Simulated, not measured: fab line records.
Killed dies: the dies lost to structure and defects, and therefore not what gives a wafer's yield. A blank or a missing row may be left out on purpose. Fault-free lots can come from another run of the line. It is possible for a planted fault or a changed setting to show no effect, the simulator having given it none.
One fault seen from 3 desks	flow n5Finfet	what lay behind the numbers comes last; until then each desk has only its own

## METROLOGY DESK
What the gauges read for every lot (on any tool): the sampled wafers with a number, averaged. Marked OUT: a lot whose mean sits more than 4 standard deviations from the usual mean, which makes it out of limits; the brackets give that distance. 7 of its 35 readings are shown: the first one out of limits and those lying furthest out on some lot.
Columns: A = COMB_M11 at N5_BEOL_M15_RC_MEAS_101, usual 1.5e-11 S/m; B = COMB_M11_max_site at N5_BEOL_M15_RC_MEAS_101, usual 2.1e-11 S/m; C = COMB_M14 at N5_BEOL_M15_RC_MEAS_101, usual 3.6e-12 S/m; D = COMB_M6 at N5_BEOL_M15_RC_MEAS_101, usual 2.4e-11 S/m; E = COMB_M6_max_site at N5_BEOL_M15_RC_MEAS_101, usual 3.4e-11 S/m; F = SERP_M11 at N5_BEOL_M15_RC_MEAS_101, usual 3.07 ohm/um; G = SERP_M11_max_site at N5_BEOL_M15_RC_MEAS_101, usual 3.17 ohm/um
lot	first seen here	A	B	C	D	E	F	G
L101	day 7 20:59	1.2e-11	1.7e-11	3.8e-12	2.6e-11	3.6e-11	3.06	3.15
L105	day 9 19:38	1.4e-11	2.0e-11	5.0e-12	2.5e-11	3.4e-11	3.07	3.12
L112	day 10 15:59	1.5e-11	2.1e-11	2.4e-12	2.5e-11	3.9e-11	3.09	3.16
L111	day 10 21:46	1.1e-11	1.4e-11	4.1e-12	2.1e-11	3.2e-11	3.05	3.18
L117	day 11 22:12	5.2e-10 (+99 or more) OUT	7.6e-10 (+99 or more) OUT	3.7e-12	2.5e-11	3.6e-11	2.89	2.95
L118	day 12 07:55	2.9e-10 (+88) OUT	4.9e-10 (+92) OUT	3.3e-12	3.6e-11	5.2e-11	2.96	3.02
L123	day 13 22:22	1.4e-11	2.0e-11	5.6e-12	2.1e-11	3.4e-11	3.03	3.22
This desk's result: L117, L118 out of limits, first on L117 (COMB_M11 at N5_BEOL_M15_RC_MEAS_101), day 15 16:06. Within limits: L101, L105, L112, L111, L123.

## DESK OF THE TOOL OWNER: aldMetal-04
The tool's own readings at N5_BEOL_M11_ALD_74 (deposits TaN, target thk 2 nm, pulse time 2 s, purge time 3 s): means of the sampled wafers that have a number, for each lot that ran on this tool. Marked OUT: a lot whose mean sits more than 4 standard deviations from the usual mean, which makes it out of limits; the brackets give that distance.
Columns: A = heaterPowerW at N5_BEOL_M11_ALD_74, usual 425 W; B = precursorVesselTempC at N5_BEOL_M11_ALD_74, usual 75.00 C
lot	first seen here	A	B
L105	day 12 04:24	413	75.00
L112	day 13 05:02	420	75.07
L117	day 14 12:29	415	75.16
L118	day 14 20:49	416	74.95
This desk's finding: nothing out of limits on any of the 4 lots.

## THE DEFECT DESK
Lot by lot, what the route's inspections counted, given as the mean of those sampled wafers with a number. Marked OUT: a lot whose mean sits more than 4 standard deviations from the usual mean, which makes it out of limits; the brackets give that distance.
Columns: A = rawDefectCount at N5_BEOL_M11_INSPECT_30, usual 463
lot	first seen here	A
L101	day 10 10:13	432
L105	day 12 03:10	373
L112	day 13 02:52	399
L111	day 13 14:35	476
L117	day 14 10:38	626
L118	day 14 19:18	375
L123	day 16 06:46	418
This desk's finding: nothing out of limits on any of the 7 lots.

## BROUGHT TOGETHER
On L117, L118, the metrology desk was in a position to raise an alarm at day 15 16:06.
The desk of the tool owner found nothing out of limits.
The defect desk saw nothing out of limits.
The tool owner's desk has L117, L118 on record, within its limits.
The defect desk has L117, L118 on record, within its limits.
On aldMetal-04, each named lot ran N5_BEOL_M11_ALD_74.

## WHAT THE SIMULATOR PUT IN
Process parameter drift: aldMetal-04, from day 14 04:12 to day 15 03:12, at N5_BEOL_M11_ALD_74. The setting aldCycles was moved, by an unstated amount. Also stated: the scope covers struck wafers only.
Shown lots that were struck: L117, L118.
Hours from the fault's start to each desk's first reading out of limits: the metrology desk, 36.
